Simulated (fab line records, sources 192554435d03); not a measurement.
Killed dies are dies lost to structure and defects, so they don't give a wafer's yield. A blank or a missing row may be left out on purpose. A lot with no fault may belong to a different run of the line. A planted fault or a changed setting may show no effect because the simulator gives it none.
Which tool is to blame? | flow n5_finfet | 25 wafers from 9 lots sampled at 5 of the route's 1938 steps

WHAT THE GAUGES READ, wafer by wafer
N5_SD_EPI_P_OVL_MEAS_10. Usual: SD_P_BLK_OVL gives 0.4 nm (standard deviation 0.67).
lot  | measured    | on         | SD_P_BLK_OVL (nm) | flag
L679 | day 4 05:06 | overlay-02 | 1.2 1.4           |
L683 | day 5 09:14 | overlay-01 | -0.5 -0.7 0.8     |
L686 | day 6 01:45 | overlay-02 | 0.0 1.4           |
L687 | day 6 04:44 | overlay-01 | 0.6 -0.1 -0.1     |
L689 | day 6 20:21 | overlay-01 | -0.3 1.5 1.0      |
L690 | day 7 02:19 | overlay-01 | 0.6 1.2 1.0       |
L692 | day 7 10:26 | overlay-01 | -0.2 0.1 0.8      |
L696 | day 8 11:01 | overlay-01 | 0.3 -0.3 1.5      |
L697 | day 8 16:39 | overlay-02 | 0.2 -0.3 -0.6     |

N5_BEOL_M4_RC_MEAS_101. Usual: CJ_P 5.82, standard deviation 0.23; DIBL_N 36.5 mV/V, standard deviation 1.9; DIBL_P 36.4 mV/V, standard deviation 2.2; IOFF_N 0.17 nA/um, standard deviation 0.034; IOFF_P 0.21 nA/um, standard deviation 0.036; ION_N 678 uA/um, standard deviation 12; ION_P 462 uA/um, standard deviation 7.1; REXT_P 99.3 ohm.um, standard deviation 2.3; SS_N 71.7 mV/dec, standard deviation 0.61; SS_P 73.4 mV/dec, standard deviation 0.71; VT_N 249 mV, standard deviation 3.5; VT_P -251 mV, standard deviation 3; VT_P_LVT -98.7 mV, standard deviation 2.8.
lot  | measured     | on        | CJ_P           | DIBL_N (mV/V)  | DIBL_P (mV/V)  | IOFF_N (nA/um) | IOFF_P (nA/um) | ION_N (uA/um) | ION_P (uA/um) | REXT_P (ohm.um)   | SS_N (mV/dec)  | SS_P (mV/dec)  | VT_N (mV)   | VT_P (mV)      | VT_P_LVT (mV)        | flag
L679 | day 9 01:02  | prober-01 | 5.98 5.48      | 34.2 34.4      | 34.7 34.6      | 0.15 0.15      | 0.20 0.20      | 675 676       | 464 471       | 99.7 99.0         | 70.5 70.9      | 72.9 73.6      | 249 250     | -249 -248      | -94.0 -93.5          |
L683 | day 10 21:35 | prober-01 | 5.87 5.49 6.18 | 36.3 36.0 35.0 | 34.0 33.9 32.9 | 0.13 0.13 0.12 | 0.17 0.16 0.16 | 664 671 658   | 456 453 458   | 97.4 97.8 96.2    | 70.8 70.9 71.3 | 72.6 73.0 72.2 | 253 252 256 | -258 -255 -256 | -101.4 -101.7 -100.9 |
L686 | day 12 10:33 | prober-02 | 6.00 6.18      | 35.0 35.8      | 34.6 35.2      | 0.12 0.13      | 0.17 0.18      | 667 664       | 456 452       | 100.7 102.4       | 71.5 71.1      | 72.6 72.2      | 256 254     | -254 -252      | -101.4 -100.7        |
L687 | day 12 12:31 | prober-01 | 5.20 5.49 5.65 | 38.7 37.4 39.8 | 36.9 35.4 39.0 | 0.17 0.15 0.20 | 0.20 0.18 0.24 | 686 657 690   | 460 455 466   | 96.4 95.8 94.0    | 71.9 71.2 72.5 | 73.5 73.8 74.3 | 248 254 249 | -252 -254 -252 | -102.2 -103.4 -99.1  |
L689 | day 12 18:41 | prober-02 | 2.74 3.40 3.39 | 39.9 35.5 37.2 | 38.2 32.4 34.2 | 0.25 0.16 0.18 | 0.19 0.13 0.15 | 707 663 674   | 402 394 405   | 110.3 111.7 109.1 | 72.9 71.0 72.1 | 74.8 73.1 73.9 | 245 251 249 | -258 -260 -259 | -103.6 -107.4 -107.0 | OFF
L690 | day 13 06:35 | prober-02 | 5.68 6.28 5.76 | 33.7 38.1 34.3 | 34.0 39.5 34.0 | 0.11 0.18 0.11 | 0.16 0.24 0.15 | 664 683 661   | 456 474 453   | 98.1 97.1 99.2    | 71.0 72.7 70.8 | 72.5 73.6 72.9 | 255 252 255 | -252 -250 -255 | -102.5 -98.6 -103.7  |
L692 | day 13 11:50 | prober-01 | 3.46 2.71 3.05 | 38.4 36.4 36.3 | 36.9 34.8 34.7 | 0.20 0.16 0.17 | 0.16 0.14 0.14 | 689 674 700   | 409 395 403   | 110.3 111.4 110.8 | 71.7 71.1 71.9 | 73.4 72.8 72.7 | 244 250 247 | -257 -261 -260 | -105.2 -107.4 -106.4 | OFF
L696 | day 13 20:02 | prober-01 | 5.68 5.91 5.85 | 37.5 36.0 35.6 | 38.5 37.6 37.0 | 0.20 0.16 0.16 | 0.21 0.18 0.19 | 690 665 686   | 465 449 466   | 102.4 104.0 101.2 | 73.0 71.5 71.1 | 74.2 73.1 73.4 | 247 250 248 | -251 -254 -256 | -96.8 -100.2 -98.1   |
L697 | day 14 21:52 | prober-01 | 5.90 6.11 5.81 | 33.3 37.5 36.8 | 33.5 38.2 36.7 | 0.13 0.19 0.18 | 0.15 0.21 0.20 | 663 677 680   | 460 459 460   | 98.6 97.0 98.0    | 71.1 72.0 71.3 | 72.2 73.9 73.4 | 250 248 244 | -253 -250 -252 | -103.1 -100.2 -100.0 |

TOOL THAT RAN EACH LOT (tool first, then ch and the chambers of the sampled wafers, then the start)
lot  | N5_SD_EPI_N_ETCH_45               | N5_SD_EPI_P_ETCH_47               | N5_SD_EPI_P_SD_RECESS_17
L679 | rie_diel-04 ch 0,2, day 4 01:17   | rie_diel-05 ch 1,2, day 4 05:41   | rie_si-01 ch 3, day 4 05:51
L683 | rie_diel-03 ch 0,2,3, day 5 05:16 | rie_diel-06 ch 2,3, day 5 10:01   | rie_si-06 ch 0,1,3, day 5 10:11
L686 | rie_diel-01 ch 1,2, day 5 21:29   | rie_diel-05 ch 2,3, day 6 02:19   | rie_si-06 ch 0,1, day 6 02:29
L687 | rie_diel-01 ch 0,2,3, day 6 00:51 | rie_diel-06 ch 1,2,3, day 6 05:19 | rie_si-01 ch 0,2,3, day 6 05:29
L689 | rie_diel-04 ch 0,2, day 6 15:43   | rie_diel-05 ch 0,1,2, day 6 20:56 | rie_si-06 ch 1,2,3, day 6 21:06
L690 | rie_diel-03 ch 0,1,3, day 6 21:14 | rie_diel-06 ch 1,2,3, day 7 02:55 | rie_si-02 ch 0,1,3, day 7 03:05
L692 | rie_diel-01 ch 0,1,2, day 7 05:57 | rie_diel-02 ch 1,2, day 7 11:00   | rie_si-06 ch 0,1,2, day 7 11:11
L696 | rie_diel-01 ch 0,3, day 8 07:10   | rie_diel-06 ch 1,2,3, day 8 11:36 | rie_si-01 ch 0,1,3, day 8 11:46
L697 | rie_diel-04 ch 2,3, day 8 12:37   | rie_diel-02 ch 2,3, day 8 17:28   | rie_si-02 ch 1,2, day 8 17:38
- N5_SD_EPI_N_ETCH_45: etches SiOCN in CH3F/O2, target depth 6 nm.
- N5_SD_EPI_P_ETCH_47: etches SiOCN in CH3F/O2, target depth 25 nm.
- N5_SD_EPI_P_SD_RECESS_17: chemistry HBr/Cl2/O2, target depth 39.1 nm, bt time 3 s.

WHAT THE TOOLS THEMSELVES READ (means of the sampled wafers that have a number; where no wafer has one, the mark that the record gives instead)
N5_SD_EPI_N_ETCH_45. Usual: O2_flow_sccm 19.99 sccm, standard deviation 0.062; drypump_motor_current_A 5.5 A, standard deviation 0.38; oes_product_au 0.80 a.u., standard deviation 0.095; rf_fwd_power_W 408.1 W, standard deviation 1.4; rf_vpp_V 127.4 V, standard deviation 1; showerhead_plenum_p_Torr 1.99 Torr, standard deviation 0.075; throttle_valve_pct 23.34 %, standard deviation 0.24.
lot  | tool        | O2_flow_sccm (sccm) | drypump_motor_current_A (A) | oes_product_au (a.u.) | rf_fwd_power_W (W) | rf_vpp_V (V) | showerhead_plenum_p_Torr (Torr) | throttle_valve_pct (%) | flag
L679 | rie_diel-04 | 20.04               | 5.2                         | 0.78                  | 409.2              | 128.1        | 2.00                            | 23.34                  |
L683 | rie_diel-03 | 20.02               | 5.5                         | 0.79                  | 407.7              | 128.4        | 1.99                            | 23.24                  |
L686 | rie_diel-01 | 19.95               | 5.6                         | 0.69                  | 408.1              | 127.2        | 1.97                            | 23.36                  |
L687 | rie_diel-01 | 19.94               | 5.5                         | 0.79                  | 407.4              | 127.1        | 1.97                            | 23.34                  |
L689 | rie_diel-04 | 19.92               | 5.2                         | 0.74                  | 407.5              | 127.3        | 1.99                            | 23.48                  |
L690 | rie_diel-03 | 19.95               | 5.4                         | 0.84                  | 407.7              | 128.1        | 2.05                            | 23.14                  |
L692 | rie_diel-01 | 19.98               | 5.6                         | 0.78                  | 409.0              | 127.4        | 1.97                            | 23.35                  |
L696 | rie_diel-01 | 19.96               | 5.3                         | 0.91                  | 407.0              | 127.2        | 1.99                            | 23.23                  |
L697 | rie_diel-04 | 19.98               | 5.6                         | 0.85                  | 408.3              | 127.4        | 2.05                            | 23.17                  |

N5_SD_EPI_P_ETCH_47. Usual: O2_flow_sccm 19.99 sccm, standard deviation 0.06; drypump_motor_current_A 5.6 A, standard deviation 0.45; oes_product_au 0.77 a.u., standard deviation 0.074; rf_fwd_power_W 408.1 W, standard deviation 1.3; rf_vpp_V 127.9 V, standard deviation 2.3; showerhead_plenum_p_Torr 2.01 Torr, standard deviation 0.054; throttle_valve_pct 16.33 %, standard deviation 0.23.
lot  | tool        | O2_flow_sccm (sccm) | drypump_motor_current_A (A) | oes_product_au (a.u.) | rf_fwd_power_W (W) | rf_vpp_V (V) | showerhead_plenum_p_Torr (Torr) | throttle_valve_pct (%) | flag
L679 | rie_diel-05 | 20.02               | 5.9                         | 0.82                  | 407.5              | 130.4        | 2.05                            | 16.06                  |
L683 | rie_diel-06 | 20.00               | 5.6                         | 0.75                  | 406.2              | 126.8        | 2.09                            | 16.40                  |
L686 | rie_diel-05 | 20.00               | 5.7                         | 0.78                  | 409.9              | 129.1        | 2.01                            | 16.31                  |
L687 | rie_diel-06 | 20.09               | 5.9                         | 0.72                  | 408.2              | 127.1        | 2.04                            | 16.38                  |
L689 | rie_diel-05 | 20.03               | 5.7                         | 0.82                  | 407.4              | 127.4        | 2.02                            | 16.09                  |
L690 | rie_diel-06 | 20.01               | 5.9                         | 0.72                  | 408.3              | 128.2        | 2.04                            | 16.40                  |
L692 | rie_diel-02 | 19.93               | 5.8                         | 0.82                  | 407.6              | 124.7        | 1.96                            | 16.26                  |
L696 | rie_diel-06 | 19.99               | 5.9                         | 0.71                  | 407.9              | 128.0        | 2.04                            | 16.42                  |
L697 | rie_diel-02 | 20.03               | 5.8                         | 0.90                  | 407.0              | 127.9        | 1.96                            | 16.07                  |

N5_SD_EPI_P_SD_RECESS_17. Usual: O2_flow_sccm 12.00 sccm, standard deviation 0.033; drypump_motor_current_A 5.8 A, standard deviation 0.41; oes_product_au 1.001 a.u., standard deviation 0.013; rf_fwd_power_W 795.3 W, standard deviation 2.8; throttle_valve_pct 37.06 %, standard deviation 0.22.
lot  | tool      | O2_flow_sccm (sccm) | drypump_motor_current_A (A) | oes_product_au (a.u.) | rf_fwd_power_W (W) | throttle_valve_pct (%) | flag
L679 | rie_si-01 | 11.96               | 6.3                         | 0.994                 | 793.8              | 37.09                  |
L683 | rie_si-06 | 11.99               | 5.8                         | 1.006                 | 796.2              | 36.85                  |
L686 | rie_si-06 | 11.98               | 5.7                         | 1.003                 | 795.1              | 36.96                  |
L687 | rie_si-01 | 12.04               | 6.1                         | 0.993                 | 794.4              | 37.12                  |
L689 | rie_si-06 | 12.03               | 5.6                         | 0.940                 | 795.1              | 37.02                  | OFF
L690 | rie_si-02 | 12.02               | 6.0                         | 1.004                 | 794.0              | 37.22                  |
L692 | rie_si-06 | 11.97               | 5.5                         | 0.939                 | 796.6              | 37.08                  | OFF
L696 | rie_si-01 | 12.00               | 6.0                         | 0.999                 | 795.2              | 37.07                  |
L697 | rie_si-02 | 11.96               | 5.4                         | 0.988                 | 794.3              | 37.16                  |

THE ANSWER, worked out from the rows above alone
Rule: a lot counts as off when the mean over its wafers that have a number is more than 3 standard deviations away from the usual mean. A lot without any number at a reading at which 4 lots or more have one is off too. The other lots that the step has rows for count as sound. Order of review: gauges by route order, followed by the tools' own readings, for which a lot's mean as printed above is used. At the first step where some lot is off, the reading lying furthest off is the one used; lots without a number count as furthest.
Off: L689, L692, seen at N5_BEOL_M4_RC_MEAS_101 (CJ_P).
A tool fits if, at a process step before that reading, it ran every lot that is off, and no sound lot after the first of them. The gauges at N5_BEOL_M4_RC_MEAS_101 aren't tried: what is off there is off at N5_SD_EPI_P_SD_RECESS_17 too, on other tools, and a gauge's error can't cause that. One fits: rie_si-06 at N5_SD_EPI_P_SD_RECESS_17. Its last sound lot is L686 (day 6 02:29), its first lot that is off L689 (day 6 21:06): a fault that began between those two fits.
On the lots that are off, the tool's own readings at N5_SD_EPI_P_SD_RECESS_17 differ by more than 5 times the standard deviation of the sound lots' means, which bears it out; oes_product_au reads 0.940 a.u. there versus 0.998 a.u. on the sound lots.

WHAT HAD BEEN PUT IN BY THE SIMULATOR
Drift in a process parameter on rie_si-06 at N5_SD_EPI_P_SD_RECESS_17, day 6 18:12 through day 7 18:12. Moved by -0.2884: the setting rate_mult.
Shown lots that were struck: L689, L692. This agrees with what the rule above found.
